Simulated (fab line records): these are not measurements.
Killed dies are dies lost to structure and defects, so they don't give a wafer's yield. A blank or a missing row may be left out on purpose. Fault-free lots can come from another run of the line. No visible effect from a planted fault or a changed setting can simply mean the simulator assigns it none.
Lot-split experiment -- flow n5-finfet -- route with 1938 steps; 7 lots, 39 wafers read

== ABOUT THE SPLIT ==
At N5_FIN_SAQP_MANDREL_ETCH_22 (etches a-Si in HBr/Cl2, stops on SiNx, target depth 60 nm, bt time 10 s, time 30 s), the setting target-depth-a was moved away from the recipe's 600 angstrom on 15 of the 39 wafers read, by -17.7% to +46.9%. All remaining wafers had this setting at the recipe value.

The reading comes from the split's own step.

== THE READING ==
oes-product-au, in a.u., at N5_FIN_SAQP_MANDREL_ETCH_22 (etches a-Si in HBr/Cl2, stops on SiNx, target depth 60 nm, bt time 10 s, time 30 s). On this fab line, fault-free wafers typically give 0.765 a.u. with a standard deviation of 0.012 a.u.

wafer,"tool, chamber at the split","target-depth-a as run, angstrom",against the recipe,"oes-product-au, a.u.",against lot-mates on the recipe
L075.1,"rie-si-01, 3",600,recipe,0.759,-
L075.2,"rie-si-01, 1",600,recipe,0.763,-
L075.3,"rie-si-01, 2",600,recipe,0.779,-
L075.4,"rie-si-01, 0",600,recipe,0.765,-
L075.5,"rie-si-01, 3",600,recipe,0.762,-
L075.6,"rie-si-01, 0",600,recipe,0.766,-
L076.2,"rie-si-05, 0",600,recipe,0.749,-
L076.4,"rie-si-05, 3",600,recipe,0.755,-
L076.5,"rie-si-05, 1",600,recipe,0.790,-
L082.1,"rie-si-05, 1",505,-15.8%,0.874,+0.109
L082.2,"rie-si-05, 3",600,recipe,0.763,-
L082.3,"rie-si-05, 0",505,-15.8%,0.828,+0.063
L082.4,"rie-si-05, 2",505,-15.8%,0.875,+0.110
L082.5,"rie-si-05, 0",600,recipe,0.754,-
L082.6,"rie-si-05, 1",600,recipe,0.777,-
L091.1,"rie-si-01, 1",724.6,+20.8%,0.669,-0.099
L091.2,"rie-si-01, 3",724.6,+20.8%,0.674,-0.094
L091.3,"rie-si-01, 2",724.6,+20.8%,0.681,-0.087
L091.4,"rie-si-01, 0",600,recipe,0.765,-
L091.5,"rie-si-01, 2",600,recipe,0.773,-
L091.6,"rie-si-01, 3",600,recipe,0.766,-
L093.1,"rie-si-01, 1",493.9,-17.7%,0.868,+0.097
L093.2,"rie-si-01, 0",493.9,-17.7%,0.867,+0.096
L093.3,"rie-si-01, 3",600,recipe,0.763,-
L093.4,"rie-si-01, 2",600,recipe,0.781,-
L093.5,"rie-si-01, 3",493.9,-17.7%,0.879,+0.108
L093.6,"rie-si-01, 0",600,recipe,0.769,-
L094.1,"rie-si-01, 2",600,recipe,0.757,-
L094.2,"rie-si-01, 1",600,recipe,0.765,-
L094.3,"rie-si-01, 3",881.4,+46.9%,0.617,-0.144
L094.4,"rie-si-01, 0",881.4,+46.9%,0.630,-0.131
L094.5,"rie-si-01, 0",600,recipe,0.761,-
L094.6,"rie-si-01, 1",881.4,+46.9%,0.618,-0.143
L096.1,"rie-si-03, 3",600,recipe,0.769,-
L096.2,"rie-si-03, 2",710,+18.3%,0.707,-0.057
L096.3,"rie-si-03, 0",600,recipe,0.752,-
L096.4,"rie-si-03, 1",710,+18.3%,0.683,-0.081
L096.5,"rie-si-03, 1",600,recipe,0.770,-
L096.6,"rie-si-03, 2",710,+18.3%,0.710,-0.054

FIT RESULTS
A straight line over all 39 wafers: oes-product-au changes by -0.00385 a.u. for each +1% of target-depth-a; r = -0.96; the points scatter about the line by 0.019 a.u.
The same after taking each lot's own level away (the mean of its wafers on the recipe; 39 wafers): -0.00377 a.u. for each +1%; r = -0.95; scatter 0.019 a.u.
That fit puts the effect of the largest move of target-depth-a on the reading at 0.18 a.u.
From 0.7610 to 0.7710 a.u.: that is the span of the lots' own levels, equal to 0.8 times the standard deviation above.
Hence the lot-to-lot level has little effect on the slope; both slopes agree.
Check: -0.176 a.u. against its lot-mates is what the line predicts for one of the wafers moved furthest among these (+46.9%) when that wafer is left out of the fit. Against them it came out at -0.144 a.u.
Tool readings at the split's step, against how far the setting was moved: oes-product-au r = -0.96.

== OTHER SPLITS ON THESE WAFERS ==
Note: prior to the reading, these wafers also went through further splits. Each is held against what the fit with the lots' levels taken away leaves over:
other split on the same wafers,wafers away from the commonest value,r with oes-product-au (lot level and that fit taken away)
N5_ZERO_LAYER_ETCH_18 target-depth-a,15,-0.02

== THE WHOLE CHAIN: every reading that the file lists as answering this split, in the file's order ==
step,what it does,reading,change (the file's fit),r (the file's)
N5_FIN_SAQP_MANDREL_ETCH_22,"etches a-Si in HBr/Cl2, stops on SiNx, target depth 60 nm, bt time 10 s, time 30 s",oes-product-au,-0.00365 a.u. for each +1% of the setting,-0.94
N5_FIN_SAQP_MANDREL_ETCH_22,"etches a-Si in HBr/Cl2, stops on SiNx, target depth 60 nm, bt time 10 s, time 30 s","SiNx_of_FIN_SAQP_PECVD_48.thk-nm (the simulator's own value, which no gauge read)",-0.108 nm for each +1% of the setting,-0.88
N5_FIN_SAQP_MANDREL_ETCH_22,"etches a-Si in HBr/Cl2, stops on SiNx, target depth 60 nm, bt time 10 s, time 30 s","SOC_of_FIN_SAQP_COAT_49.thk-nm (the simulator's own value, which no gauge read)",-0.244 nm for each +1% of the setting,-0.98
N5_FIN_SAQP_ETCH_57,"etches SiNx in CH3F/O2, target depth 32.5 nm, time 46.4 s","etch.depth-nm (the simulator's own value, which no gauge read)",-0.108 nm for each +1% of the setting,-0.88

== THE FILE'S OWN FIT ==
oes-product-au changes by -0.00365 a.u. for each +1% of target-depth-a, r = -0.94.
